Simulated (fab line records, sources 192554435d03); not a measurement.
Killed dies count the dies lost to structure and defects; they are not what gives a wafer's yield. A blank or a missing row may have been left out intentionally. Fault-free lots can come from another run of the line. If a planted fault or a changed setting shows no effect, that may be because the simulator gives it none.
Split-lot study    flow n5_finfet    7 lots, 39 wafers read, on a route of 1938 steps

THE SPLIT
At N5_BEOL_M12_ETCH_68 (etches SOC in N2/H2, time 285 s), the setting target_depth_a was moved away from the recipe's 5700 angstrom on 9 of the 39 wafers read, by -33.9% to +17.9%. The other wafers ran this setting at the recipe's value.

The reading comes from the split's own step.

THE READING
SiARC_of_BEOL_M12_COAT_66.thk_nm (the simulator's own value, which no gauge read), in nm, at N5_BEOL_M12_ETCH_68 (etches SOC in N2/H2, time 285 s). The file does not state a usual value for it. Across the 30 wafers here that went through the recipe, the average is 86.0 nm and the standard deviation 0.4 nm.

wafer   tool, chamber at the split  target_depth_a as run, angstrom  against the recipe  SiARC_of_BEOL_M12_COAT_66.thk_nm, nm  against lot-mates on the recipe
L081.1  rie_diel-01, 3              5700                             recipe              86                                    -
L081.2  rie_diel-01, 0              3770                             -33.9%              94.4                                  +8.7
L081.3  rie_diel-01, 1              5700                             recipe              85.4                                  -
L081.4  rie_diel-01, 3              5700                             recipe              85.8                                  -
L081.5  rie_diel-01, 0              3770                             -33.9%              94.6                                  +8.9
L081.6  rie_diel-01, 1              3770                             -33.9%              93.8                                  +8.1
L083.2  rie_diel-04, 0              5700                             recipe              85.8                                  -
L083.5  rie_diel-04, 2,3            5700                             recipe              86                                    -
L083.6  rie_diel-04, 2,3            5700                             recipe              86                                    -
L085.1  rie_diel-04, 3              6708                             +17.7%              82.6                                  -4.0
L085.2  rie_diel-04, 1              5700                             recipe              86.4                                  -
L085.3  rie_diel-04, 0              6708                             +17.7%              82                                    -4.6
L085.4  rie_diel-04, 2              5700                             recipe              86.8                                  -
L085.5  rie_diel-04, 2              6708                             +17.7%              82.2                                  -4.4
L085.6  rie_diel-04, 3              5700                             recipe              86.6                                  -
L092.1  rie_diel-04, 2              6723                             +17.9%              82.4                                  -3.5
L092.2  rie_diel-04, 3,0            5700                             recipe              86                                    -
L092.6  rie_diel-04, 3,0            5700                             recipe              86                                    -
L092.3  rie_diel-04, 0              5700                             recipe              85.8                                  -
L092.4  rie_diel-04, 2              6723                             +17.9%              81.8                                  -4.1
L092.5  rie_diel-04, 3              6723                             +17.9%              82                                    -3.9
L091.1  rie_diel-01, 2,0            5700                             recipe              86.6                                  -
L091.5  rie_diel-01, 2,0            5700                             recipe              86.6                                  -
L091.2  rie_diel-01, 3              5700                             recipe              86.2                                  -
L091.6  rie_diel-01, 3              5700                             recipe              86.2                                  -
L091.3  rie_diel-01, 1              5700                             recipe              86                                    -
L091.4  rie_diel-01, 0              5700                             recipe              86.8                                  -
L093.1  rie_diel-04, 1              5700                             recipe              85.6                                  -
L093.2  rie_diel-04, 0,3            5700                             recipe              85.4                                  -
L093.4  rie_diel-04, 0,3            5700                             recipe              85.4                                  -
L093.3  rie_diel-04, 3,0            5700                             recipe              86                                    -
L093.6  rie_diel-04, 3,0            5700                             recipe              86                                    -
L093.5  rie_diel-04, 1              5700                             recipe              85.8                                  -
L096.1  rie_diel-04, 0,3            5700                             recipe              86                                    -
L096.2  rie_diel-04, 0,3            5700                             recipe              86                                    -
L096.3  rie_diel-04, 1,3            5700                             recipe              85.8                                  -
L096.4  rie_diel-04, 1,3            5700                             recipe              85.8                                  -
L096.5  rie_diel-04, 0,1            5700                             recipe              85.4                                  -
L096.6  rie_diel-04, 0,1            5700                             recipe              85.4                                  -
The file does not say which wafer passed through which chamber wherever a row lists several chambers: such a row stands for several wafers.

THE FIT
A straight line over all 39 wafers: SiARC_of_BEOL_M12_COAT_66.thk_nm changes by -0.234 nm for each +1% of target_depth_a; r = -0.99; the points scatter about the line by 0.42 nm.
The same after taking each lot's own level away (the mean of its wafers on the recipe; 39 wafers): -0.244 nm for each +1%; r = -1.00; scatter 0.29 nm.
The reading moves by 8.3 nm for the largest change in target_depth_a, on that fit.
Measured against the standard deviation above, the lots' own levels, which go from 85.70 to 86.60 nm, span 2.3 times it.
The two slopes are in agreement: the lot-to-lot level therefore moves the slope only a little.
Check: +8.22 nm against its lot-mates is what the line predicts for one of the wafers moved furthest among these (-33.9%) when that wafer is left out of the fit. It came out at +8.67 nm against them.

OTHER SPLITS ON THESE WAFERS
Before the reading, these wafers also passed through other splits. Each is held against what the fit with the lots' levels taken away leaves over:
other split on the same wafers    wafers away from the commonest value  r with SiARC_of_BEOL_M12_COAT_66.thk_nm (lot level and that fit taken away)
N5_BEOL_M9_TRENCH_ETCH_37 time_s  15                                    +0.06
N5_BEOL_M11_CURE_72 time_s        18                                    +0.40

FILE'S OWN FIT
SiARC_of_BEOL_M12_COAT_66.thk_nm changes by -0.244 nm for each +1% of target_depth_a, r = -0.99.
